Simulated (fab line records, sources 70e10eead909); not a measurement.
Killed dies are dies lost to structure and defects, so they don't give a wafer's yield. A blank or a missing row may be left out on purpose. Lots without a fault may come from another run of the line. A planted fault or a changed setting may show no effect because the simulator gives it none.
Chamber matching | flow nand_harc | NHARC_A_M0_CMP_23 on cmp-02: 4 sister chambers
The step polishes, t overpolish 20 s, target thk 113.75 nm. 14 wafers are shown with their chamber, then 7 later ones without.

WAFERS WITH THEIR CHAMBER
wafer  | chamber | motor_current_A (A) | time_to_endpoint_s (s)
L323.2 | 2       | 13.6                | 31.6
L323.3 | 0       | 11.4                | 27.8
L323.4 | 3       | 11.7                | 31.6
L333.1 | 1       | 11.1                | 29.6
L333.4 | 2       | 12.9                | 30.8
L333.6 | 1       | 11.0                | 31.8
L338.1 | 1       | 11.3                | 31.7
L338.5 | 0       | 12.2                | 28.5
L338.6 | 1       | 11.6                | 29.6
L332.2 | 1       | 11.1                | 32.8
L332.4 | 3       | 11.2                | 27.0
L332.6 | 0       | 11.7                | 30.1
L336.1 | 2       | 12.6                | 29.3
L336.2 | 3       | 11.6                | 29.4

SIGNATURES (means of the wafers above)
reading            | chamber 0 | chamber 1 | chamber 2 | chamber 3 | scatter within a chamber
motor_current_A    | 11.767    | 11.220    | 13.033    | 11.500    | 0.349
time_to_endpoint_s | 28.800    | 31.100    | 30.567    | 29.333    | 1.56
Rule: a wafer's distance from a chamber is the root of the sum, over the readings, of the square of ((its reading less the chamber's mean) divided by the reading's scatter). The wafer belongs to the nearest chamber; if the next one is less than 2 further off, it can't be placed. The scatter: the root of (the sum of the squares of (reading less its chamber's mean) over the shown wafers, divided by (wafers less chambers)).

WAFERS WITHOUT THEIR CHAMBER
wafer  | motor_current_A (A) | time_to_endpoint_s (s)
L336.4 | 12.3                | 29.2
L339.2 | 11.4                | 31.1
L339.3 | 13.0                | 33.3
L339.4 | 12.5                | 28.5
L342.1 | 13.6                | 29.6
L342.2 | 11.9                | 26.9
L342.3 | 11.7                | 30.0

WHICH CHAMBER EACH WENT THROUGH
wafer  | from the rows above               | in truth
L336.4 | can't be placed: 0 or 2 or 3 or 1 | 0
L339.2 | can't be placed: 1 or 3 or 0      | 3
L339.3 | 2                                 | 2
L339.4 | can't be placed: 2 or 0 or 3      | 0
L342.1 | 2                                 | 2
L342.2 | can't be placed: 0 or 3           | 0
L342.3 | can't be placed: 3 or 0 or 1      | 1
Placed correctly: 2 of 7. Can't be placed from these rows: 5 (the true chamber is among the candidates in 5). Placed wrongly: 0.
